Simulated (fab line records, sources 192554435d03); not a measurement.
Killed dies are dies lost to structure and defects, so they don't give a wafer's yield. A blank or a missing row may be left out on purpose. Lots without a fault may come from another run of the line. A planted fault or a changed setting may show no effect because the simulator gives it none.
Which tool did it? | flow n5_finfet | 7 lots, 21 wafers sampled, at 7 steps of a route of 1938

WHAT THE GAUGES READ, wafer by wafer
N5_BEOL_M4_RC_MEAS_101. Usual: DIBL_N 35.8 mV/V, standard deviation 1.8; DIBL_P 35.6 mV/V, standard deviation 2; IOFF_N 0.148 nA/um, standard deviation 0.028; IOFF_P 0.20 nA/um, standard deviation 0.034; ION_N 672 uA/um, standard deviation 12; ION_P 462 uA/um, standard deviation 8.5; SS_N 71.2 mV/dec, standard deviation 0.65; SS_P 73.1 mV/dec, standard deviation 0.67; VT_N 251 mV, standard deviation 3.3; VT_P -251 mV, standard deviation 3.8.
lot  | measured     | on        | DIBL_N (mV/V)  | DIBL_P (mV/V)  | IOFF_N (nA/um)    | IOFF_P (nA/um) | ION_N (uA/um) | ION_P (uA/um) | SS_N (mV/dec)  | SS_P (mV/dec)  | VT_N (mV)   | VT_P (mV)      | flag
L172 | day 9 07:14  | prober-01 | 36.3 35.4 36.7 | 37.7 38.2 37.9 | 0.161 0.152 0.165 | 0.19 0.20 0.19 | 686 674 671   | 464 463 461   | 71.5 71.5 71.0 | 72.9 72.6 73.1 | 250 252 250 | -256 -254 -256 |
L180 | day 11 02:08 | prober-01 | 35.6 34.6 34.9 | 36.3 35.0 35.4 | 0.158 0.145 0.152 | 0.21 0.18 0.20 | 679 681 679   | 466 462 460   | 71.1 71.2 71.2 | 73.5 72.8 73.0 | 248 251 250 | -252 -250 -249 |
L183 | day 11 22:08 | prober-02 | 32.9 35.7 34.3 | 33.5 35.7 34.1 | 0.126 0.171 0.139 | 0.21 0.24 0.22 | 676 688 684   | 472 475 471   | 70.3 71.7 71.1 | 73.4 74.5 73.3 | 251 247 252 | -248 -245 -244 |
L188 | day 12 19:14 | prober-02 | 36.4 39.3 37.4 | 33.2 36.0 35.8 | 0.145 0.208 0.170 | 0.16 0.19 0.20 | 671 659 685   | 454 443 459   | 71.8 72.7 71.3 | 73.0 73.9 73.8 | 253 249 249 | -257 -253 -250 |

WHICH TOOL RAN EACH LOT (tool, then ch and the chambers of the sampled wafers, then the start)
lot  | N5_GATE_CUT_HM_DEP_46          | N5_GATE_CUT_DESCUM_18             | N5_GATE_CUT_HM_OPEN_40            | N5_GATE_CUT_STRIP_41              | N5_GATE_CUT_ETCH_19               | N5_GATE_CUT_VAPOR_ETCH_51
L172 | pecvd-04 ch 0,1,2, day 5 13:20 | rie_diel-01 ch 0,1,2, day 5 13:48 | rie_diel-01 ch 0,1,2, day 5 13:58 | rie_diel-01 ch 0,1,2, day 5 14:02 | rie_diel-01 ch 0,1,2, day 5 14:05 | rie_metal-02 ch 0,1, day 5 14:26
L176 | pecvd-03 ch 0,1, day 6 12:50   | rie_diel-01 ch 0,2,3, day 6 13:26 | rie_diel-01 ch 0,2,3, day 6 13:35 | rie_diel-01 ch 0,2,3, day 6 13:39 | rie_diel-01 ch 0,2,3, day 6 13:43 | rie_metal-01 ch 0,1, day 6 14:04
L177 | pecvd-02 ch 1,2, day 6 17:52   | rie_diel-01 ch 0,1,2, day 6 18:20 | rie_diel-01 ch 0,1,2, day 6 18:30 | rie_diel-01 ch 0,1,2, day 6 18:34 | rie_diel-01 ch 0,1,2, day 6 18:37 | rie_metal-01 ch 0,1, day 6 18:58
L178 | pecvd-04 ch 0,1,2, day 7 01:49 | rie_diel-01 ch 0,1,2, day 7 02:25 | rie_diel-01 ch 0,1,2, day 7 02:34 | rie_diel-01 ch 0,1,2, day 7 02:38 | rie_diel-01 ch 0,1,2, day 7 02:41 | rie_metal-02 ch 0,1, day 7 03:02
L180 | pecvd-02 ch 1,2, day 7 12:13   | rie_diel-01 ch 0,2,3, day 7 12:55 | rie_diel-01 ch 0,2,3, day 7 13:04 | rie_diel-01 ch 0,2,3, day 7 13:08 | rie_diel-01 ch 0,2,3, day 7 13:11 | rie_metal-01 ch 0,1, day 7 13:32
L183 | pecvd-04 ch 1,2, day 8 08:56   | rie_diel-01 ch 0,1, day 8 09:37   | rie_diel-01 ch 0,1, day 8 09:46   | rie_diel-01 ch 0,1, day 8 09:50   | rie_diel-01 ch 0,1, day 8 09:53   | rie_metal-01 ch 0,1, day 8 10:14
L188 | pecvd-03 ch 0,1,2, day 9 16:11 | rie_diel-01 ch 0,1,3, day 9 16:38 | rie_diel-01 ch 0,1,3, day 9 16:49 | rie_diel-01 ch 0,1,3, day 9 16:52 | rie_diel-01 ch 0,1,3, day 9 16:56 | rie_metal-01 ch 0,1, day 9 17:17
- N5_GATE_CUT_HM_DEP_46: deposits SiO2 from TEOS/O2, target thk 130 nm, time 26.6 s.
- N5_GATE_CUT_DESCUM_18: chemistry O2, time 7 s.
- N5_GATE_CUT_HM_OPEN_40: chemistry C4F6/O2, target SiO2, target depth 139 nm, time 85.1 s.
- N5_GATE_CUT_STRIP_41: strips in CF4.
- N5_GATE_CUT_ETCH_19: etches SiNx in CH3F/O2, target depth 53.7 nm, time 76.7 s.
- N5_GATE_CUT_VAPOR_ETCH_51: etches HfO2 in BCl3/Cl2.

WHAT THE TOOLS THEMSELVES READ (means of the sampled wafers that have a number; where no wafer has one, the mark that the record gives instead)
N5_GATE_CUT_HM_DEP_46. Usual: heater_power_w 559 W, standard deviation 74; showerhead_plenum_p_Torr 8.35 Torr, standard deviation 0.032; showerhead_vpp_V 1848 V, standard deviation 79; throttle_valve_pct 18.7 %, standard deviation 1.2.
lot  | tool     | heater_power_w (W) | showerhead_plenum_p_Torr (Torr) | showerhead_vpp_V (V) | throttle_valve_pct (%) | flag
L172 | pecvd-04 | 564                | 8.35                            | 1785                 | 18.5                   |
L176 | pecvd-03 | 597                | 8.39                            | 1912                 | 19.2                   |
L177 | pecvd-02 | 461                | 8.35                            | 1808                 | 18.4                   |
L178 | pecvd-04 | 571                | 8.34                            | 1789                 | 18.3                   |
L180 | pecvd-02 | 538                | 8.35                            | 1802                 | 18.4                   |
L183 | pecvd-04 | 636                | 8.37                            | 1789                 | 19.1                   |
L188 | pecvd-03 | 522                | 8.36                            | 1905                 | 18.5                   |

N5_GATE_CUT_DESCUM_18. Usual: drypump_motor_current_A 5.5 A, standard deviation 0.44; oes_product_au 0.77 a.u., standard deviation 0.089; rf_vpp_V 243.6 V, standard deviation 1.3; showerhead_plenum_p_Torr 2.11 Torr, standard deviation 0.063; throttle_valve_pct 20.38 %, standard deviation 0.21.
lot  | tool        | drypump_motor_current_A (A) | oes_product_au (a.u.) | rf_vpp_V (V) | showerhead_plenum_p_Torr (Torr) | throttle_valve_pct (%) | flag
L172 | rie_diel-01 | 5.6                         | 0.76                  | 243.3        | 2.13                            | 20.42                  |
L176 | rie_diel-01 | 5.5                         | 0.76                  | 244.2        | 2.16                            | 20.41                  |
L177 | rie_diel-01 | 5.6                         | 0.75                  | 243.4        | 2.12                            | 20.43                  |
L178 | rie_diel-01 | 5.6                         | 0.75                  | 243.8        | 2.12                            | 20.43                  |
L180 | rie_diel-01 | 5.5                         | 0.76                  | 244.4        | 2.16                            | 20.41                  |
L183 | rie_diel-01 | 5.5                         | 0.88                  | 244.4        | 2.17                            | 20.23                  |
L188 | rie_diel-01 | 5.7                         | 0.83                  | 243.8        | 2.14                            | 20.21                  |

N5_GATE_CUT_HM_OPEN_40. Usual: C4F6_flow_sccm 9.996 sccm, standard deviation 0.026; O2_flow_sccm 10.003 sccm, standard deviation 0.028; bias_w 185.1 W, standard deviation 0.51; drypump_motor_current_A 5.5 A, standard deviation 0.44; etch_rf_on_time_s 93.7 s, standard deviation 2.2; oes_product_au 0.69 a.u., standard deviation 0.083; rf_vpp_V 660 V, standard deviation 12; showerhead_plenum_p_Torr 2.88 Torr, standard deviation 0.084; throttle_valve_pct 20.92 %, standard deviation 0.18.
lot  | tool        | C4F6_flow_sccm (sccm) | O2_flow_sccm (sccm) | bias_w (W) | drypump_motor_current_A (A) | etch_rf_on_time_s (s) | oes_product_au (a.u.) | rf_vpp_V (V) | showerhead_plenum_p_Torr (Torr) | throttle_valve_pct (%) | flag
L172 | rie_diel-01 | 9.994                 | 10.013              | 185.0      | 5.6                         | 94.0                  | 0.69                  | 666          | 2.89                            | 20.92                  |
L176 | rie_diel-01 | -                     | -                   | -          | -                           | -                     | -                     | -            | -                               | -                      | OFF
L177 | rie_diel-01 | -                     | -                   | -          | -                           | -                     | -                     | -            | -                               | -                      | OFF
L178 | rie_diel-01 | -                     | -                   | -          | -                           | -                     | -                     | -            | -                               | -                      | OFF
L180 | rie_diel-01 | 10.016                | 10.007              | 184.6      | 5.5                         | 93.3                  | 0.69                  | 655          | 2.93                            | 20.95                  |
L183 | rie_diel-01 | 9.997                 | 9.983               | 185.5      | 5.6                         | 92.2                  | 0.81                  | 670          | 2.93                            | 20.71                  |
L188 | rie_diel-01 | 9.987                 | 9.993               | 184.7      | 5.7                         | 91.8                  | 0.75                  | 663          | 2.91                            | 20.74                  |

N5_GATE_CUT_STRIP_41. Usual: drypump_motor_current_A 5.5 A, standard deviation 0.43; oes_product_au 0.177 a.u., standard deviation 0.02; power_w 299.9 W, standard deviation 0.95; rf_vpp_V 271.7 V, standard deviation 1.4; showerhead_plenum_p_Torr 1.82 Torr, standard deviation 0.053; throttle_valve_pct 13.59 %, standard deviation 0.22.
lot  | tool        | drypump_motor_current_A (A) | oes_product_au (a.u.) | power_w (W) | rf_vpp_V (V) | showerhead_plenum_p_Torr (Torr) | throttle_valve_pct (%) | flag
L172 | rie_diel-01 | 5.6                         | 0.174                 | 299.3       | 270.7        | 1.81                            | 13.53                  |
L176 | rie_diel-01 | 5.5                         | 0.754                 | 300.9       | 272.4        | 1.84                            | 13.60                  | OFF
L177 | rie_diel-01 | 5.6                         | 0.752                 | 300.4       | 271.9        | 1.80                            | 13.57                  | OFF
L178 | rie_diel-01 | 5.6                         | 0.746                 | 299.1       | 271.7        | 1.80                            | 13.57                  | OFF
L180 | rie_diel-01 | 5.5                         | 0.178                 | 299.5       | 272.7        | 1.84                            | 13.62                  |
L183 | rie_diel-01 | 5.5                         | 0.205                 | 299.1       | 270.9        | 1.84                            | 13.29                  |
L188 | rie_diel-01 | 5.6                         | 0.192                 | 299.3       | 272.4        | 1.83                            | 13.40                  |

N5_GATE_CUT_ETCH_19. Usual: bias_w 73.02 W, standard deviation 0.2; drypump_motor_current_A 5.5 A, standard deviation 0.43; etch_rf_on_time_s 76.7 s, standard deviation 1.5; oes_product_au 0.65 a.u., standard deviation 0.078; rf_vpp_V 295 V, standard deviation 5.2; showerhead_plenum_p_Torr 2.03 Torr, standard deviation 0.062; throttle_valve_pct 16.34 %, standard deviation 0.19.
lot  | tool        | bias_w (W) | drypump_motor_current_A (A) | etch_rf_on_time_s (s) | oes_product_au (a.u.) | rf_vpp_V (V) | showerhead_plenum_p_Torr (Torr) | throttle_valve_pct (%) | flag
L172 | rie_diel-01 | 72.97      | 5.6                         | 77.3                  | 0.65                  | 298          | 2.03                            | 16.34                  |
L176 | rie_diel-01 | -          | 5.5                         | 191.7                 | 0.29                  | 294          | 2.06                            | 16.31                  | OFF
L177 | rie_diel-01 | -          | 5.6                         | 191.8                 | 0.28                  | 297          | 2.03                            | 16.32                  | OFF
L178 | rie_diel-01 | -          | 5.6                         | 191.7                 | 0.28                  | 297          | 2.03                            | 16.33                  | OFF
L180 | rie_diel-01 | 73.04      | 5.5                         | 76.9                  | 0.65                  | 292          | 2.06                            | 16.36                  |
L183 | rie_diel-01 | 72.93      | 5.6                         | 73.8                  | 0.77                  | 300          | 2.06                            | 16.12                  |
L188 | rie_diel-01 | 73.06      | 5.7                         | 75.6                  | 0.71                  | 297          | 2.04                            | 16.16                  |

N5_GATE_CUT_VAPOR_ETCH_51. Usual: drypump_motor_current_A 5.6 A, standard deviation 0.37; oes_product_au 0.83 a.u., standard deviation 0.13.
lot  | tool         | drypump_motor_current_A (A) | oes_product_au (a.u.) | flag
L172 | rie_metal-02 | 5.9                         | 0.62                  |
L176 | rie_metal-01 | 5.2                         | 0.91                  |
L177 | rie_metal-01 | 5.2                         | 0.89                  |
L178 | rie_metal-02 | 5.6                         | 0.90                  |
L180 | rie_metal-01 | 5.2                         | 0.88                  |
L183 | rie_metal-01 | 5.2                         | 0.87                  |
L188 | rie_metal-01 | 5.4                         | 0.88                  |

THE ANSWER, worked out from the rows above alone
Rule: a lot is off if the mean of its wafers that have a number lies more than 3 standard deviations from the usual mean. A lot without any number at a reading at which 4 lots or more have one is off too. The other lots that the step has rows for count as sound. The gauges are gone through in route order, then the tools' own readings, and for those a lot's mean is taken as printed above. The first step at which some lot is off is used, and at that step the reading that is off furthest; a lot without a number counts as furthest.
Off: L176, L177, L178, at N5_GATE_CUT_HM_OPEN_40 (C4F6_flow_sccm). Without a number there: L176, L177, L178.
A tool fits if, at that step or a process step before it, it ran every lot that is off, and no sound lot after the first of them. None of those tried fits.

WHAT THE SIMULATOR HAD PUT IN
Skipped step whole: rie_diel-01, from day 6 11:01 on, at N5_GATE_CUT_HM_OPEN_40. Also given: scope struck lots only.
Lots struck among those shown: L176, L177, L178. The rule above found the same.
